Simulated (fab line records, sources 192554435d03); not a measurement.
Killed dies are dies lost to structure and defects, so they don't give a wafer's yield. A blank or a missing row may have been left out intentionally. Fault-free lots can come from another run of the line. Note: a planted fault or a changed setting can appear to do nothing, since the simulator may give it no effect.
Chamber matching + flow n5_finfet + ald_sin-02 running N5_SD_EPI_N_LINER_46: 4 sister chambers
The step material SiNx, target thk 3 nm. 4 wafers are shown with their chamber, then 12 later ones without.

== WAFERS PAIRED WITH THEIR CHAMBERS ==
| wafer  | chamber | heater_power_outer_w (W) |
|--------|---------|--------------------------|
| L087.5 | 2       | 525                      |
| L092.1 | 3       | 595                      |
| L092.2 | 1       | 528                      |
| L092.4 | 0       | 508                      |

== WAFERS WHOSE CHAMBER IS MISSING ==
| wafer  | heater_power_outer_w (W) |
|--------|--------------------------|
| L093.1 | 544                      |
| L093.4 | 571                      |
| L093.5 | 525                      |
| L095.1 | 588                      |
| L095.3 | 548                      |
| L095.6 | 583                      |
| L096.1 | 515                      |
| L096.5 | 530                      |
| L096.6 | 566                      |
| L097.1 | 521                      |
| L097.2 | 580                      |
| L097.6 | 588                      |

== EACH ONE'S CHAMBER ==
| wafer  | from the rows above               | in truth |
|--------|-----------------------------------|----------|
| L093.1 | can't be placed: 1 or 2 or 0      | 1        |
| L093.4 | can't be placed: 3 or 1 or 2      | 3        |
| L093.5 | can't be placed: 2 or 1 or 0      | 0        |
| L095.1 | 3                                 | 3        |
| L095.3 | can't be placed: 1 or 2 or 0 or 3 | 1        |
| L095.6 | 3                                 | 3        |
| L096.1 | can't be placed: 0 or 2 or 1      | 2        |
| L096.5 | can't be placed: 1 or 2 or 0      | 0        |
| L096.6 | can't be placed: 3 or 1 or 2 or 0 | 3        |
| L097.1 | can't be placed: 2 or 1 or 0      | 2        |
| L097.2 | 3                                 | 3        |
| L097.6 | 3                                 | 3        |
Correct placement for 4 of the 12. Unplaceable from these rows: 8, with the true chamber sitting among the candidates in 8. 0 placed wrongly.
How it was worked out, from the rows above alone: a wafer's distance from a chamber is the root of the sum, over the readings, of the square of ((its reading less the chamber's mean) divided by the reading's scatter). If the next closest chamber is less than 2 further off than the closest, the wafer can't be placed; otherwise it belongs to the closest. Each chamber's mean is taken over the wafers shown for it. The scatter: with one shown wafer a chamber, the root of the mean of the squares of how far each hidden wafer lies from its nearest shown one.
